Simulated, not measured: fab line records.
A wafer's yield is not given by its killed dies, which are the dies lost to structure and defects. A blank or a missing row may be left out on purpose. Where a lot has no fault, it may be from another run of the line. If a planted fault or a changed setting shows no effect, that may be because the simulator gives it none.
Chamber matching | flow n5Finfet | rieDiel-06 running N5_FIN_SAQP_ETCH_52: 4 sister chambers
The step etches SOC in N2/H2, target depth 100 nm, overetch 20 nm, time 150 s. 8 wafers are shown with their chamber, then 9 later ones without.

WAFERS WITH THEIR CHAMBER
wafer  | chamber | showerheadPlenumPTorr (Torr) | drypumpMotorCurrentA (A)
L078.2 | 0       | 2.63                         | 5.0
L080.4 | 1       | 2.56                         | 5.4
L080.5 | 2       | 2.42                         | 5.7
L081.5 | 3       | 2.43                         | 6.4
L081.6 | 0       | 2.63                         | 5.1
L089.2 | 3       | 2.42                         | 6.4
L089.5 | 1       | 2.55                         | 5.4
L089.6 | 2       | 2.41                         | 5.7

WAFERS WHOSE CHAMBER IS MISSING
wafer  | showerheadPlenumPTorr (Torr) | drypumpMotorCurrentA (A)
L091.1 | 2.41                         | 5.7
L091.2 | 2.42                         | 6.4
L091.6 | 2.41                         | 5.6
L093.2 | 2.54                         | 5.4
L093.5 | 2.54                         | 5.4
L093.6 | 2.41                         | 5.7
L097.1 | 2.61                         | 5.1
L097.2 | 2.54                         | 5.4
L097.5 | 2.41                         | 6.4

EACH ONE'S CHAMBER
wafer  | from the rows above | in truth
L091.1 | 2                   | 2
L091.2 | 3                   | 3
L091.6 | 2                   | 2
L093.2 | 1                   | 1
L093.5 | 1                   | 1
L093.6 | 2                   | 2
L097.1 | 0                   | 0
L097.2 | 1                   | 1
L097.5 | 3                   | 3
Correct placement for 9 of the 9. Number that these rows cannot place: 0. Placed wrongly: 0.
How it was worked out, from the rows above alone: a wafer's distance from a chamber is the root of the sum, over the readings, of the square of ((its reading less the chamber's mean) divided by the reading's scatter). If the next closest chamber is less than 2 further off than the closest, the wafer can't be placed; otherwise it belongs to the closest. For every chamber, the mean is computed from those of its wafers that are shown. The scatter: the root of (the sum of the squares of (reading less its chamber's mean) over the shown wafers, divided by (wafers less chambers)).
